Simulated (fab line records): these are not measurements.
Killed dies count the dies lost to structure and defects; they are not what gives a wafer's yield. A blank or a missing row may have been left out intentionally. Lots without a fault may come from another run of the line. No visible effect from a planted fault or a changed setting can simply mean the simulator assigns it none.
Matching of chambers + flow n5-finfet + N5_SDB_HM_DEP_00 on pecvd-04: 3 sister chambers
The step deposits SiNx from SiH4/NH3/N2, target thk 40 nm, time 35.3 s. 14 wafers are shown with their chamber, then 7 later ones without.

WAFERS WITH THEIR CHAMBER
| wafer  | chamber | throttle-valve-pct (%) | showerhead-plenum-p-Torr (Torr) | heater-power-w (W) |
|--------|---------|------------------------|---------------------------------|--------------------|
| L076.1 | 1       | 44.6                   | 5.11                            | 805                |
| L076.2 | 0       | 41.9                   | 5.12                            | 582                |
| L076.4 | 1       | 44.4                   | 5.08                            | 809                |
| L077.1 | 2       | 38.5                   | 5.04                            | 724                |
| L077.2 | 1       | 44.4                   | 5.10                            | 830                |
| L077.5 | 2       | 38.4                   | 5.04                            | 738                |
| L079.1 | 1       | 44.5                   | 5.10                            | 712                |
| L079.2 | 2       | 38.7                   | 5.03                            | 662                |
| L079.6 | 2       | 38.5                   | 5.05                            | 659                |
| L081.2 | 1       | 44.4                   | 5.10                            | 771                |
| L081.3 | 2       | 38.4                   | 5.03                            | 704                |
| L081.6 | 2       | 38.6                   | 5.03                            | 696                |
| L083.1 | 2       | 38.8                   | 5.03                            | 662                |
| L083.2 | 1       | 44.4                   | 5.10                            | 821                |

SIGNATURES, as means of the wafers listed above
| reading                  | chamber 0 | chamber 1 | chamber 2 | scatter within a chamber |
|--------------------------|-----------|-----------|-----------|--------------------------|
| throttle-valve-pct       | 41.900    | 44.450    | 38.557    | 0.125                    |
| showerhead-plenum-p-Torr | 5.1200    | 5.0983    | 5.0357    | 0.00882                  |
| heater-power-w           | 582.00    | 791.33    | 692.14    | 37.9                     |
Rule: a wafer lies at a distance from a chamber equal to the root of the sum of squares, over the readings, of (its reading less the chamber's mean, divided by the reading's scatter). The wafer belongs to the nearest chamber; if the next one is less than 2 further off, it can't be placed. How the scatter is found: for the shown wafers, subtract from each reading the mean of its chamber, square and add these, divide the total by (wafers less chambers), then take the root.

WAFERS WITH NO CHAMBER GIVEN
| wafer  | throttle-valve-pct (%) | showerhead-plenum-p-Torr (Torr) | heater-power-w (W) |
|--------|------------------------|---------------------------------|--------------------|
| L083.5 | 44.5                   | 5.11                            | 838                |
| L086.1 | 41.9                   | 5.12                            | 683                |
| L086.4 | 38.8                   | 5.04                            | 671                |
| L086.5 | 44.6                   | 5.10                            | 852                |
| L097.2 | 44.6                   | 5.09                            | 819                |
| L097.3 | 38.9                   | 5.03                            | 663                |
| L097.4 | 44.7                   | 5.10                            | 828                |

CHAMBER TAKEN BY EACH
| wafer  | from the rows above | in truth |
|--------|---------------------|----------|
| L083.5 | 1                   | 1        |
| L086.1 | 0                   | 0        |
| L086.4 | 2                   | 2        |
| L086.5 | 1                   | 1        |
| L097.2 | 1                   | 1        |
| L097.3 | 2                   | 2        |
| L097.4 | 1                   | 1        |
Correctly placed: 7 of 7. Not placeable from these rows: 0. Wrongly placed: 0.
